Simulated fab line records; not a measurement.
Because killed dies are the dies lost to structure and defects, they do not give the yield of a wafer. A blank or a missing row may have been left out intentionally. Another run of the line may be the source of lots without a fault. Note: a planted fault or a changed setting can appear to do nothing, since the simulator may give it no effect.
Struck lot and sound lot, side by side ; flow n5-finfet ; 25 steps out of a route of 1938
Sound: wafers L600.1, L600.3, L600.5. Wafers L603.3, L603.4, L603.5 were the ones struck. Last of all comes the cause.
Order at every step that has rows: each side's tool, ch and its chambers, its first start. Under that, the readings that differ: sound wafers ; struck wafers ; difference of the means ; sigmas: that difference in standard deviations of wafers without a fault.
alike: readings whose means differ by less than 2 such deviations, and words and numbers that are the same on both sides. not compared: withheld readings, readings that some wafer has no value for, bounds like >300 that may hide the same value, and numbers for which the record gives no deviation and whose values overlap.
A row with sigmas, a row that says differs or no value, or rows on one side alone: a step with any of these is where the two part. Non-overlapping numbers with no deviation appear without sigmas and do not part them. A reading missing from all wafers of one side parts the sides only when that side holds two or more wafers.

N5_BEOL_M10_THK_MEAS_53: measures by xrf.
  sound on film-metro-02 at day 11 18:54; struck on film-metro-01 at day 12 21:50
  alike: M10_THK
then, 2 steps without rows for these wafers: N5_BEOL_M10_PRE_CLEAN_55 (time 15 s); N5_BEOL_M10_DEP_56 (deposits SiCN from 3MS/NH3, target thk 15 nm, time 26.5 s).
N5_BEOL_M10_RS_MEAS_57: a four-point-probe measurement.
  sound on film-metro-02 at day 11 19:02; struck on film-metro-01 at day 12 21:59
  alike: M10_RS
N5_BEOL_M10_INSPECT_58: inspects for defects (darkfield).
  sound on defect-inspect-01 at day 11 19:04; struck on defect-inspect-01 at day 12 22:00
  alike: raw-defect-count
then, 1 step without rows for these wafers: N5_BEOL_M11_ILD_DEP_00 (deposits SiCOH lowk from DEMS/porogen, target thk 308.51 nm, time 58 s).
N5_BEOL_M11_CURE_71: cures SiCOH lowk, time 240 s.
  sound on uv-cure-03 ch 1, day 11 19:11; struck on uv-cure-03 ch 0, day 12 22:25
  alike: lamp-power-pct, wafer_temp_C_max
N5_BEOL_M11_THK_MEAS_01:
  sound on film-metro-02 at day 11 19:41; struck on film-metro-02 at day 12 22:46
  alike: M11_ILD_THK
N5_BEOL_M11_PECVD_70: deposits SiO2 from TEOS/O2, target thk 20 nm, time 22.7 s.
  sound on pecvd-01 ch 0,1,2, day 11 19:44; struck on pecvd-04 ch 1,2, day 12 22:48
  alike: heater-power-w, showerhead-plenum-p-Torr, throttle-valve-pct
N5_BEOL_M11_HM_DEP_02: deposits TiN, target thk 20 nm.
  sound on pvd-sputter-01 at day 11 23:23; struck on pvd-sputter-03 at day 12 23:19
  alike: throttle-valve-pct
then, 2 steps without rows for these wafers: N5_BEOL_M11_COAT_59 (time 60 s, resist thk 100 nm); N5_BEOL_M11_COAT_60 (time 60 s, resist thk 30 nm).
N5_BEOL_M11_COAT_05: resist thk 90 nm.
  sound on litho-track-01 ch 0, day 11 23:31; struck on litho-track-04 ch 0, day 12 23:27
reading;sound;struck;difference;sigmas
spin-speed-rpm (rpm);1500.0 1500.3 1499.9;1459.8 1460.2 1460.0;-40.1;-40
model.CAR-ArF_of_BEOL_M11_COAT_05.thk-nm (nm);90.2 89.8 90.2;91.4 91.2 91.4;+1.3;
then, 5 steps without rows for these wafers: N5_BEOL_M11_EBR_07; N5_BEOL_M11_SOFTBAKE_06 (time 60 s); N5_BEOL_M11_EXPOSE_08 (exposes mask M11); N5_BEOL_M11_PEB_09 (peb time 60 s); N5_BEOL_M11_DEVELOP_10 (develop time 30 s).
N5_BEOL_M11_CD_MEAS_11: target cd 64.1 nm.
  sound on cd-sem-02 ch 0, day 11 23:53; struck on cd-sem-02 ch 0, day 12 23:55
  alike: cd-nm
N5_BEOL_M11_OVL_MEAS_12:
  sound on overlay-02 ch 0, day 11 23:55; struck on overlay-01 ch 0, day 12 23:57
  alike: M11_OVL
N5_BEOL_M11_INSPECT_13: inspects for defects (brightfield).
  sound on defect-inspect-01 at day 11 23:56; struck on defect-inspect-01 at day 12 23:58
  alike: raw-defect-count
N5_BEOL_M11_DESCUM_16: chemistry O2, time 7.9 s.
  sound on rie-diel-03 ch 1,2,3, day 11 23:59; struck on rie-diel-03 ch 0,2, day 13 00:01
  alike: drypump-motor-current-A, oes-product-au, rf-vpp-V, showerhead-plenum-p-Torr, throttle-valve-pct
  not compared: rf-hours-counter-h
N5_BEOL_M11_ETCH_61: etches SiARC in CF4, target depth 39 nm, time 65 s.
  sound on rie-diel-03 ch 1,2,3, day 12 00:02; struck on rie-diel-03 ch 0,2, day 13 00:03
reading;sound;struck;difference;sigmas
model.CAR-ArF_of_BEOL_M11_COAT_05.thk-nm (nm);55.8 55.4 55.8;56.8 56.6 56.8;+1.1;
  alike: drypump-motor-current-A, etch-rf-on-time-s, oes-product-au, rf-vpp-V, showerhead-plenum-p-Torr, throttle-valve-pct
  not compared: rf-hours-counter-h
N5_BEOL_M11_ETCH_62: etches SOC in N2/H2, target depth 110 nm, overetch 22 nm, time 165 s.
  sound on rie-diel-03 ch 1,2,3, day 12 00:05; struck on rie-diel-03 ch 0,2, day 13 00:06
  alike: drypump-motor-current-A, oes-product-au, rf-vpp-V, showerhead-plenum-p-Torr, throttle-valve-pct
  not compared: rf-hours-counter-h
N5_PASSIVATION_PROBE_49:
  record: rows for the struck wafers here (prober-02, day 14 20:26), none for the sound ones

== WHERE THEY PART ==
Earliest at N5_BEOL_M11_COAT_05; latest, in this record, at N5_PASSIVATION_PROBE_49.

WHY: what had been put in by the simulator
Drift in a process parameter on litho-track-04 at N5_BEOL_M11_COAT_05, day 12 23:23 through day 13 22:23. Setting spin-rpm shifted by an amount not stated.
